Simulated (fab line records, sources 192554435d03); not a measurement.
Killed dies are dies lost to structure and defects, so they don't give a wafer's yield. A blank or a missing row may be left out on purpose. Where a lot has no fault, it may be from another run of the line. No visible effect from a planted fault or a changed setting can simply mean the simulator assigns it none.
Matching of chambers	flow n5Finfet	N5_BEOL_M3_ALD_84 on aldMetal-01: 4 sister chambers
The step deposits TaN, pulse time 2 s, purge time 3 s, co reactant purge time 2 s. 8 wafers are shown with their chamber, then 9 later ones without.

== EACH WAFER AND ITS CHAMBER ==
wafer	chamber	heaterPowerW (W)
L085.6	2	397
L088.5	0	441
L090.1	3	364
L090.3	1	502
L090.6	3	370
L092.2	0	445
L092.3	1	517
L092.6	2	397

== WAFERS WITH NO CHAMBER GIVEN ==
wafer	heaterPowerW (W)
L093.1	400
L093.3	365
L093.5	498
L095.2	505
L095.4	448
L095.5	497
L096.3	499
L096.4	435
L096.5	367

== CHAMBER TAKEN BY EACH ==
wafer	from the rows above	in truth
L093.1	2	2
L093.3	3	3
L093.5	1	1
L095.2	1	1
L095.4	0	0
L095.5	1	1
L096.3	1	1
L096.4	0	0
L096.5	3	3
Correct placement for 9 of the 9. From these rows, 0 cannot be placed. Number placed wrongly: 0.
How it was worked out, from the rows above alone: a wafer's distance from a chamber is the root of the sum, over the readings, of the square of ((its reading less the chamber's mean) divided by the reading's scatter). If the next closest chamber is less than 2 further off than the closest, the wafer can't be placed; otherwise it belongs to the closest. A chamber's mean is the mean of its shown wafers. The scatter: take each reading less its chamber's mean, square it, sum over the shown wafers, divide by the number of wafers less the number of chambers, and take the root.
